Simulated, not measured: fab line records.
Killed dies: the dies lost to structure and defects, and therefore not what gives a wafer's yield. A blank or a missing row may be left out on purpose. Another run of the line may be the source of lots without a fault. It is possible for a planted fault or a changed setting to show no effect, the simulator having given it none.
Comparing a struck lot with a sound one ; flow n5 finfet ; 26 steps out of a route of 1938
Sound: these wafers, L191.1, L191.3, L191.6. Wafers struck: L192.1, L192.4, L192.5. The cause is named last.
Per side, at each step with rows, come the tool, then ch with its chambers, and then its first start. Under that, the readings that differ: sound wafers ; struck wafers ; difference of the means ; sigmas: that difference in standard deviations of wafers without a fault.
alike: readings with means less than 2 such deviations apart, plus words and numbers identical on both sides. not compared: withheld readings, readings lacking a value on some wafer, bounds such as >300 that could conceal the same value, and numbers that have no deviation in the record and whose values overlap.
Wherever a step has rows on one side only, a row that says differs or no value, or a row with sigmas, the two part there. Numbers that have no deviation but don't overlap get no sigmas and don't part them. Lack of a reading on every wafer of one side parts them only where that side has two or more wafers.

first, 11 steps without rows for these wafers: N5_BEOL_M0_SAQP_MANDREL_ETCH_103 (etches a-Si in HBr/Cl2, stops on SiCN, target depth 45 nm, bt time 10 s, time 27 s); N5_BEOL_M0_SAQP_RECESS_104 (chemistry HF/NH3, target SiO2, target depth 18 nm, afs cycles 3, sublimation time 60 s); N5_BEOL_M0_SAQP_COAT_105 (time 60 s, resist thk 100 nm); N5_BEOL_M0_SAQP_ETCH_106 (etches SOC in N2/H2, stops on SiNx, target depth 150 nm); N5_BEOL_M0_SAQP_ETCH_107 (etches SiNx in CH3F/O2, target depth 30 nm); N5_BEOL_M0_SAQP_STRIP_108 (strips in N2/H2); N5_BEOL_M0_SAQP_RECESS_109 (chemistry HF/NH3, target SiO2, target depth 3 nm, afs cycles 1, sublimation time 60 s); N5_BEOL_M0_SAQP_SPACER2_ALD_26 (deposits SiO2, target thk 15 nm, pulse time 1 s, purge time 2 s); N5_BEOL_M0_SAQP_SPACER2_ETCHBACK_27 (etches SiO2 in CHF3/O2, target depth 22.5 nm, time 11.25 s); N5_BEOL_M0_SAQP_MANDREL2_REMOVE_110 (chemistry HBr/Cl2/O2, target a-Si, stops on SiCN, bt time 10 s); N5_BEOL_M0_SAQP_COAT_69 (time 60 s, resist thk 90 nm).
N5_BEOL_M0_SAQP_COAT_72: time 60 s, resist thk 15 nm.
  sound on litho track-03 ch 0, day 8 14:27; struck on litho track-03 ch 0, day 8 20:02
reading;sound;struck;difference;sigmas
spin speed rpm (rpm);1499.8 1500.9 1499.0;1321.5 1321.6 1322.7;-178.0;-99 or more
model.SiARC_of_BEOL_M0_SAQP_COAT_72.thk nm (nm);15 15 15;16 16 16;+1;
  alike: heater power total W
then, 9 steps without rows for these wafers: N5_BEOL_M0_SAQP_COAT_87 (time 60 s, resist thk 5 nm); N5_BEOL_M0_SAQP_COAT_34 (resist thk 30 nm); N5_BEOL_M0_SAQP_EBR_36; N5_BEOL_M0_SAQP_SOFTBAKE_35 (time 60 s); N5_BEOL_M0_SAQP_EXPOSE_37 (exposes mask M0 CUT1, target cd 30 nm); N5_BEOL_M0_SAQP_PEB_38 (peb time 60 s); N5_BEOL_M0_SAQP_DEVELOP_39 (develop time 30 s); N5_BEOL_M0_SAQP_DESCUM_45 (chemistry O2, time 7 s); N5_BEOL_M0_SAQP_ETCH_88 (etches underlayer in N2/H2, target depth 6.5 nm, time 5.2 s).
N5_BEOL_M0_SAQP_ETCH_73: etches SiARC in CF4, target depth 19.5 nm, time 32.5 s.
  sound on rie diel-03 ch 0,1, day 8 15:28; struck on rie diel-01 ch 0,1,2, day 8 20:37
reading;sound;struck;difference;sigmas
etch rf on time s (s);32.5 32.9 32.0;36.8 33.0 34.3;+2.2;+2
model.etch.depth nm (nm);15.03 15.02 15;15.99 16 16.02;+0.99;
  alike: bias w, drypump motor current A, oes product au, rf fwd power W, rf vpp V, showerhead plenum p Torr, throttle valve pct
  not compared: rf hours counter h
N5_BEOL_M0_SAQP_CUT_ETCH_46: etches SOC in N2/H2, target depth 135 nm, overetch 27 nm, time 202.5 s.
  sound on rie diel-03 ch 0,1, day 8 15:29; struck on rie diel-01 ch 0,1,2, day 8 20:39
reading;sound;struck;difference;sigmas
model.SiARC_of_BEOL_M0_SAQP_COAT_72.thk nm (nm);4.6 4.8 4.6;6 5.2 5.6;+1;
  alike: bias w, drypump motor current A, rf fwd power W, rf vpp V, showerhead plenum p Torr, throttle valve pct
  not compared: rf hours counter h
then, 1 step without rows for these wafers: N5_BEOL_M0_SAQP_STRIP_74 (strips in N2/H2).
-- here the record skips 3 days between the struck wafers' starts before and after, leaving off in module BEOL_M0_SAQP and picking up in module BEOL_M4 (first step shown: number 1111 of the route) --
N5_BEOL_M4_RC_MEAS_101:
  sound on prober-02 ch 0, day 11 14:08; struck on prober-01 ch 0, day 11 17:13
  alike: DIBL_N, DIBL_P, IOFF_N, IOFF_P, ION_N, ION_P, SS_N, SS_P, VT_N, VT_P
-- a jump in the record: the struck wafers' starts before and after are 4 days apart (it breaks off in module BEOL_M4 and resumes in module PASSIVATION, where the first step shown is number 1936 of the route) --
N5_PASSIVATION_PROBE_49:
  struck on prober-02, day 15 23:36; sound on prober-02, day 16 08:37
  alike: defect limited yield, killed_at_M0_to_M3, killed_at_M4_up, killed at contacts, killed at front end, killed at other, killed dies, killed on rim, killed open, killed short, sort_bin_4_leakage, sort_bin_5_function, sort_bin_6_memory, sort n pass, sort yield pct

WHERE THEY PART
Last at N5_BEOL_M0_SAQP_ETCH_73 as far as this record goes, first at N5_BEOL_M0_SAQP_COAT_72. Later steps at which nothing parts them and some readings are alike: N5_BEOL_M0_SAQP_CUT_ETCH_46, N5_BEOL_M4_RC_MEAS_101, N5_PASSIVATION_PROBE_49.

WHY: what had been put in by the simulator
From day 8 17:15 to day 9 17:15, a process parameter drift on litho track-03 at N5_BEOL_M0_SAQP_COAT_72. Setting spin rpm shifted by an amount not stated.
